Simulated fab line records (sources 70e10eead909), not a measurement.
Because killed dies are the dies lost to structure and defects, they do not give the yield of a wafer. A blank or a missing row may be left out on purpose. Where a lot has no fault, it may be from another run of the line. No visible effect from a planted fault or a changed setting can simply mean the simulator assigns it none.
Which tool was responsible? ; flow nand_harc ; 12 lots, 36 wafers sampled, at 1 step of a route of 1302

== WHAT THE GAUGES READ, wafer by wafer ==
NHARC_A_ONON_D1_THK_MEAS_18: measures by ellipsometry.
lot;measured;on;thk_nm (nm)
L075;day 8 14:47;film_metro-01;998 998 999
L077;day 9 11:00;film_metro-01;1015 1014 1017
L079;day 10 06:28;film_metro-02;1008 1005 1006
L081;day 11 09:57;film_metro-01;988 986 987
L083;day 12 02:15;film_metro-01;992 993 991
L085;day 12 18:34;film_metro-02;1011 1014 1011
L087;day 14 02:52;film_metro-02;1000 999 1002
L089;day 14 11:53;film_metro-01;973 975 974
L091;day 15 01:10;film_metro-01;1016 1017 1016
L093;day 16 09:16;film_metro-02;1004 1005 1004
L095;day 16 23:38;film_metro-01;995 996 997
L096;day 17 16:04;film_metro-02;996 996 997

== WHAT TOOL EACH LOT RAN ON (gives the tool, then ch and the chambers of the sampled wafers, and finally the start) ==
Record: no process step prior to these readings.

== THE ANSWER, worked out from the rows above alone ==
Rule: what is usual is taken from the lots themselves. Put in order of their means at a reading, lots are off if they are a third of the lots or fewer, leave a main group of 4 or more, and stand apart from it by a gap of 3 or more times the standard deviation of the main group's means; of several such gaps the widest counts. A main group whose means are all the same, to the digits that the tables above print for the reading, isn't used. A lot without any number at a reading at which 4 lots or more have one is off too. All remaining lots with rows at the step are treated as sound.
Nothing can be told from this: no lot is off at any reading shown.

== WHAT THE SIMULATOR PUT IN ==
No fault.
